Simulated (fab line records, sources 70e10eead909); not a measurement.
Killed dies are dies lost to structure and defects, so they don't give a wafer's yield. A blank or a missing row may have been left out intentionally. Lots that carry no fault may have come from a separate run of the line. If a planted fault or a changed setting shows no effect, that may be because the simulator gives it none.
Chamber matching | flow nand-harc | NHARC_THIN_TSV_ETCHBACK_48 on rie-diel-10: 4 sister chambers
The step etches the open film in C4F8/Ar, target depth 1028.5 nm, time 405.17 s. 18 wafers are shown with their chamber, then 9 later ones without.

## EACH WAFER AND ITS CHAMBER
wafer  | chamber | rf-vpp-V (V) | bias-w (W) | oes-product-au (a.u.)
L076.2 | 2       | 546.1        | 300.4      | 0.923
L076.5 | 2       | 545.7        | 299.7      | 0.922
L076.6 | 1       | 544.5        | 299.1      | 0.915
L080.2 | 0       | 546.4        | 299.1      | 0.967
L080.3 | 2       | 546.7        | 300.5      | 0.954
L080.5 | 3       | 547.9        | 300.8      | 0.951
L082.1 | 2       | 546.2        | 300.9      | 0.988
L082.2 | 1       | 545.5        | 300.9      | 1.011
L082.4 | 0       | 547.2        | 298.8      | 1.005
L083.1 | 2       | 546.5        | 299.7      | 0.954
L083.2 | 3       | 549.5        | 300.0      | 0.975
L083.3 | 0       | 547.6        | 299.0      | 0.956
L086.1 | 0       | 547.8        | 302.2      | 0.920
L086.2 | 3       | 548.5        | 300.5      | 0.917
L086.5 | 1       | 544.4        | 299.5      | 0.923
L089.2 | 3       | 548.3        | 298.0      | 0.974
L089.5 | 1       | 543.4        | 299.5      | 0.964
L089.6 | 0       | 547.8        | 300.2      | 0.973

SIGNATURES, as means of the wafers listed above
reading        | chamber 0 | chamber 1 | chamber 2 | chamber 3 | scatter within a chamber
rf-vpp-V       | 547.360   | 544.450   | 546.240   | 548.550   | 0.632
bias-w         | 299.860   | 299.750   | 300.240   | 299.825   | 1.06
oes-product-au | 0.96420   | 0.95325   | 0.94820   | 0.95425   | 0.0325
Rule: for a wafer and a chamber, the distance is found by dividing, reading by reading, the gap between the wafer's reading and the chamber's mean by the reading's scatter, squaring, summing and taking the root. The wafer belongs to the nearest chamber; if the next one is less than 2 further off, it can't be placed. The scatter: take each reading less its chamber's mean, square it, sum over the shown wafers, divide by the number of wafers less the number of chambers, and take the root.

## WAFERS WITH NO CHAMBER GIVEN
wafer  | rf-vpp-V (V) | bias-w (W) | oes-product-au (a.u.)
L088.2 | 549.6        | 300.4      | 0.926
L088.3 | 546.6        | 300.6      | 0.936
L088.5 | 543.6        | 299.9      | 0.922
L092.1 | 549.9        | 300.9      | 0.915
L092.2 | 545.0        | 300.9      | 0.925
L092.4 | 545.0        | 299.6      | 0.904
L095.2 | 544.8        | 300.2      | 0.974
L095.5 | 547.7        | 300.2      | 0.968
L095.6 | 546.6        | 300.4      | 0.969

## WHICH CHAMBER EACH ONE RAN IN
wafer  | from the rows above          | in truth
L088.2 | can't be placed: 3 or 0      | 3
L088.3 | can't be placed: 2 or 0      | 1
L088.5 | 1                            | 1
L092.1 | can't be placed: 3 or 0      | 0
L092.2 | can't be placed: 1 or 2      | 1
L092.4 | can't be placed: 1 or 2      | 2
L095.2 | can't be placed: 1 or 2      | 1
L095.5 | can't be placed: 0 or 3 or 2 | 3
L095.6 | can't be placed: 2 or 0      | 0
Placed correctly: 1 of 9. Not placeable from these rows: 8 (in 7, the candidates include the true chamber). Wrongly placed: 0.
